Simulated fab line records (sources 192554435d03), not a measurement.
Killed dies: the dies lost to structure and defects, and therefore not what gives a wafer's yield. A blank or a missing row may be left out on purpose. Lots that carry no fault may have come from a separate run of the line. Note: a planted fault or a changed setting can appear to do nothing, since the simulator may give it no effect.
Struck lot and sound lot, side by side	flow n5-finfet	14 out of 1938 route steps
Sound: the wafers L209.3, L209.5, L209.6. Wafers struck: L214.1, L214.2, L214.6. At the end, the cause is stated.
For every step that has rows: the tool of each side, followed by ch and its chambers, followed by its first start. Under that, the readings that differ: sound wafers	struck wafers	difference of the means	sigmas: that difference in standard deviations of wafers without a fault.
alike: words and numbers the same on both sides, and readings whose means are apart by under 2 such deviations; not compared: readings that were withheld, readings missing a value for some wafer, numbers with overlapping values and no deviation given by the record, and bounds like >300 which may hide the same value.
The two part at a step that has a row with sigmas, a row that says differs or no value, or rows on one side only. Numbers that don't overlap but have no deviation are shown without sigmas and don't part them. A reading missing from all wafers of one side parts the sides only when that side holds two or more wafers.

N5_ZERO_LAYER_CD_MEAS_11: target cd 2000 nm.
  sound on cd-sem-02 ch 0, day 2 18:52; struck on cd-sem-02 ch 0, day 4 00:57
  alike: cd-nm
N5_ZERO_LAYER_DESCUM_16: chemistry O2, time 7.9 s.
  sound on rie-diel-04 ch 0,3, day 2 18:54; struck on rie-diel-05 ch 0,3, day 4 00:59
reading	sound	struck	difference	sigmas
throttle-valve-pct (%)	20.80 20.78 20.43	20.30 20.27 20.29	-0.38	-2
  alike: drypump-motor-current-A, o2-flow-sccm, oes-product-au, rf-vpp-V, showerhead-plenum-p-Torr
  not compared: rf-hours-counter-h
N5_ZERO_LAYER_ETCH_17: etches SiO2 in CF4, target depth 12 nm, time 13.3 s.
  sound on rie-diel-04 ch 0,3, day 2 18:56; struck on rie-diel-05 ch 0,3, day 4 01:02
  alike: drypump-motor-current-A, oes-product-au, rf-vpp-V, showerhead-plenum-p-Torr, throttle-valve-pct
  not compared: rf-hours-counter-h
N5_ZERO_LAYER_ETCH_18: etches Si in HBr/Cl2, target depth 120 nm, time 40 s.
  sound on rie-si-04 ch 1,3, day 2 19:01; struck on rie-si-05 ch 0,3, day 4 01:06
  alike: drypump-motor-current-A, oes-product-au, throttle-valve-pct
  not compared: rf-hours-counter-h
N5_ZERO_LAYER_STRIP_24: strips in O2.
  sound on plasma-asher-02 ch 0,1, day 2 19:08; struck on plasma-asher-02 ch 0,1, day 4 01:12
  alike: drypump-motor-current-A, heater-power-w, o2-flow-sccm, oes-product-au, strip-time-to-endpoint-s
  not compared: rf-hours-counter-h
then, 1 step without rows for these wafers: N5_ZERO_LAYER_STRIP_19 (strips in SPM, time 900 s).
N5_ZERO_LAYER_INSPECT_20: inspects for defects (darkfield).
  sound: defect-inspect-01 at day 2 19:29; struck: defect-inspect-01 at day 4 01:49
  alike: raw-defect-count
then, 5 steps without rows for these wafers: N5_WELL_APT_HMDS_01 (time 60 s); N5_WELL_APT_COAT_02 (resist thk 950 nm); N5_WELL_APT_EBR_04; N5_WELL_APT_SOFTBAKE_03 (time 60 s); N5_WELL_APT_EXPOSE_05 (exposes mask NWELL, defocus 0 nm, target cd 200 nm).
N5_WELL_APT_PEB_06: peb time 90 s.
  sound on litho-track-03 ch 0, day 2 19:42; struck on litho-track-01, day 4 02:00
  no value came back on the struck wafers for chill-plate-temp-C (C), exhaust-pa (Pa), peb-time-s (s), plate-temp-C (C); on the sound wafers chill-plate-temp-C (C) reads 23.04 22.92 22.94
then, 1 step without rows for these wafers: N5_WELL_APT_DEVELOP_07 (develop time 45 s).

== WHERE THEY PART ==
First at N5_ZERO_LAYER_DESCUM_16; last, within this record, at N5_WELL_APT_PEB_06.

WHY: what had been put in by the simulator
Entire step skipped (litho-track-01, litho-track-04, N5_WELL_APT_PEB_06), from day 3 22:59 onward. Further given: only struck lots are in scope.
